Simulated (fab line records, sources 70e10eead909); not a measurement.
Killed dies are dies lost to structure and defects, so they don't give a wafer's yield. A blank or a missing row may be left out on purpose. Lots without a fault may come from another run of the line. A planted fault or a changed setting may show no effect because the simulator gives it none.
Chamber matching | flow nand_harc | NHARC_A_M0_DEP_32 on pecvd-01: 3 sister chambers
The step deposits SiCN, target thk 30 nm. 3 wafers are shown with their chamber, then 7 later ones without.

WAFERS WITH THEIR CHAMBER
wafer  | chamber | heater_power_w (W)
L326.5 | 1       | 759
L330.2 | 0       | 675
L330.3 | 2       | 628

WAFERS WITHOUT THEIR CHAMBER
wafer  | heater_power_w (W)
L330.4 | 618
L332.3 | 601
L332.5 | 576
L332.6 | 609
L336.1 | 670
L336.2 | 634
L336.3 | 572

WHICH CHAMBER EACH WENT THROUGH
wafer  | from the rows above     | in truth
L330.4 | can't be placed: 2 or 0 | 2
L332.3 | can't be placed: 2 or 0 | 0
L332.5 | can't be placed: 2 or 0 | 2
L332.6 | can't be placed: 2 or 0 | 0
L336.1 | can't be placed: 0 or 2 | 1
L336.2 | can't be placed: 2 or 0 | 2
L336.3 | can't be placed: 2 or 0 | 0
Placed correctly: 0 of 7. Can't be placed from these rows: 7 (the true chamber is among the candidates in 6). Placed wrongly: 0.
How it was worked out, from the rows above alone: a wafer's distance from a chamber is the root of the sum, over the readings, of the square of ((its reading less the chamber's mean) divided by the reading's scatter). The wafer belongs to the nearest chamber; if the next one is less than 2 further off, it can't be placed. A chamber's mean is the mean of its shown wafers. The scatter: with one shown wafer a chamber, the root of the mean of the squares of how far each hidden wafer lies from its nearest shown one.
